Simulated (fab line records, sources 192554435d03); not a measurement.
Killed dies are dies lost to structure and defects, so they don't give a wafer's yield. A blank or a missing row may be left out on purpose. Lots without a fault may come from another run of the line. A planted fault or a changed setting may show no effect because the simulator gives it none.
Split-lot experiment | flow n5_finfet | 7 lots, 21 wafers read, on a route of 1938 steps

THE SPLIT
At N5_PASSIVATION_PASS_ETCH_47 (etches SiNx in CF4/O2, target depth 770 nm, time 385 s), the setting time_s was moved away from the recipe's 385 s on 8 of the 21 wafers read, by -12.9% to +20.2%. The other wafers ran this setting at the recipe's value.

The reading is taken at the split's own step.

THE READING
etch.depth_nm (the simulator's own value, which no gauge read), in nm, at N5_PASSIVATION_PASS_ETCH_47 (etches SiNx in CF4/O2, target depth 770 nm, time 385 s). The file gives no usual value for it. The 13 wafers here that ran the recipe average 769.8 nm, standard deviation 11 nm.

wafer  | tool, chamber at the split | time_s as run, s | against the recipe | etch.depth_nm, nm | against lot-mates on the recipe
L078.4 | rie_diel-03, 2             | 412.7            | +7.2%              | 830.9             | +44.4
L078.5 | rie_diel-03, 0             | 385              | recipe             | 787.2             | -
L078.6 | rie_diel-03, 1             | 385              | recipe             | 785.9             | -
L080.3 | rie_diel-04, 2             | 385              | recipe             | 758               | -
L080.4 | rie_diel-04, 3             | 385              | recipe             | 754.4             | -
L080.5 | rie_diel-04, 1             | 385              | recipe             | 764.9             | -
L081.1 | rie_diel-04, 0             | 335.2            | -12.9%             | 682.6             | -73.9
L081.2 | rie_diel-04, 1             | 335.2            | -12.9%             | 668.2             | -88.3
L081.5 | rie_diel-04, 2             | 385              | recipe             | 756.5             | -
L084.1 | rie_diel-03, 1             | 385              | recipe             | 776.5             | -
L084.4 | rie_diel-03, 3             | 385              | recipe             | 763.6             | -
L084.5 | rie_diel-03, 2             | 385              | recipe             | 763.7             | -
L093.1 | rie_diel-01, 1             | 385              | recipe             | 776               | -
L093.3 | rie_diel-01, 3             | 385              | recipe             | 774.8             | -
L093.6 | rie_diel-01, 2             | 422.3            | +9.7%              | 823.8             | +48.4
L096.3 | rie_diel-01, 3             | 456.1            | +18.5%             | 927.8             | +162.0
L096.4 | rie_diel-01, 0             | 385              | recipe             | 765.8             | -
L096.5 | rie_diel-01, 3             | 456.1            | +18.5%             | 936.2             | +170.4
L097.1 | rie_diel-01, 1             | 385              | recipe             | 780.1             | -
L097.3 | rie_diel-01, 3             | 462.9            | +20.2%             | 945.3             | +165.2
L097.6 | rie_diel-01, 1             | 462.9            | +20.2%             | 931.8             | +151.7

THE FIT
A straight line over all 21 wafers: etch.depth_nm changes by +8.14 nm for each +1% of time_s; r = +0.99; the points scatter about the line by 12 nm.
The same after taking each lot's own level away (the mean of its wafers on the recipe; 21 wafers): +7.71 nm for each +1%; r = +0.99; scatter 12 nm.
On that fit, the largest move of time_s shifts the reading by 1.6e+02 nm.
The lots' own levels span 756.50 to 786.55 nm, that is 2.8 times the standard deviation above.
So the lot-to-lot level changes the slope little: the two slopes agree.
Check: with one of the wafers moved furthest among these (+20.2%) left out of the fit, the line predicts +157 nm for it against its lot-mates. It came out at +165 nm against them.

OTHER SPLITS ON THESE WAFERS
These wafers also went through other splits before the reading. Each is held against what the fit with the lots' levels taken away leaves over:
other split on the same wafers   | wafers away from the commonest value | r with etch.depth_nm (lot level and that fit taken away)
N5_BEOL_M13_COAT_58 spin_rpm     | 9                                    | -0.05
N5_BEOL_M13_SPUTTER_43 time_s    | 10                                   | +0.05
N5_BEOL_M14_SPUTTER_43 power_w   | 9                                    | +0.00
N5_BEOL_M14_DEP_53 time_s        | 8                                    | -0.20
N5_MIM_TOP_ALD_01 ald_cycles     | 5                                    | -0.26
N5_PASSIVATION_EXPOSE_27 dose_mj | 5                                    | -0.40
N5_PASSIVATION_EXPOSE_41 dose_mj | 6                                    | -0.27

THE FILE'S OWN FIT
etch.depth_nm changes by +7.63 nm for each +1% of time_s, r = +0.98.
